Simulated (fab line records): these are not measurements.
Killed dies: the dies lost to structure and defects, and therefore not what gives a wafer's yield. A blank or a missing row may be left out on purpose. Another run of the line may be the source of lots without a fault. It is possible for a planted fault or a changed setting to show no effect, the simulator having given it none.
The tool behind it: which one? -- flow nand harc -- 6 lots, 18 wafers sampled, at 4 steps of a route of 1302

WHAT THE GAUGES READ, wafer by wafer
NHARC_END_SORT_01.
lot,measured,on,killed at other
L128,day 30 00:39,prober-02,1 0 0
L135,day 31 00:34,prober-02,6 4
L137,day 33 11:43,prober-02,0 0 1
L140,day 33 05:29,prober-02,1 2 0

WHAT TOOL EACH LOT RAN ON (gives the tool, then ch and the chambers of the sampled wafers, and finally the start)
lot,NHARC_A_CHANNEL_HOLE_D1_ETCH_22,NHARC_A_CHANNEL_HOLE_D1_ETCH_26,NHARC_A_CHANNEL_FILL_D1_ALD_14
L119,"har etch-01 ch 0,1, day 9 13:37","har etch-01 ch 0,1, day 9 16:29","ald hk-01 ch 1,2, day 10 03:40"
L123,"har etch-01 ch 0,1, day 11 10:39","har etch-01 ch 0,1, day 11 13:34","ald hk-03 ch 0,3, day 11 22:34"
L128,"har etch-02 ch 0, day 13 07:41","har etch-02 ch 0, day 13 13:29","ald hk-03 ch 2,3, day 13 23:28"
L135,"har etch-02 ch 0,1, day 16 03:48","har etch-02 ch 0,1, day 16 06:42","ald hk-01 ch 0,2, day 16 15:52"
L137,"har etch-01 ch 0,1, day 17 02:44","har etch-01 ch 0,1, day 17 05:38","ald hk-04 ch 0,1,2, day 17 14:47"
L140,"har etch-01 ch 0,1, day 17 21:47","har etch-01 ch 0,1, day 18 00:33","ald hk-03 ch 0,1,3, day 18 09:44"
- NHARC_A_CHANNEL_HOLE_D1_ETCH_22: etches the open film in C4F8/O2/Ar, time 666.7 s, target depth 1600 nm.
- NHARC_A_CHANNEL_HOLE_D1_ETCH_26: etches the open film in C4F8/O2/Ar, time 224.1 s, target depth 300 nm.
- NHARC_A_CHANNEL_FILL_D1_ALD_14: deposits SiO2, target thk 2.5 nm, pulse time 10 s, ald cycles 25.

THE ANSWER, worked out from the rows above alone
Rule: the lots themselves supply what counts as usual. The widest of any qualifying gaps counts: lots, ordered by their means at a reading, are off when they make up no more than a third of the lots, leave a main group of 4 or more, and stand apart from it by 3 or more times the standard deviation of that group's means. A main group is skipped when, at the precision printed for the reading in the tables above, its means are all equal. A lot without any number at a reading at which 4 lots or more have one is off too. All remaining lots with rows at the step are treated as sound.
None of the lots is off at any reading shown; this tells nothing.

WHAT HAD BEEN PUT IN BY THE SIMULATOR
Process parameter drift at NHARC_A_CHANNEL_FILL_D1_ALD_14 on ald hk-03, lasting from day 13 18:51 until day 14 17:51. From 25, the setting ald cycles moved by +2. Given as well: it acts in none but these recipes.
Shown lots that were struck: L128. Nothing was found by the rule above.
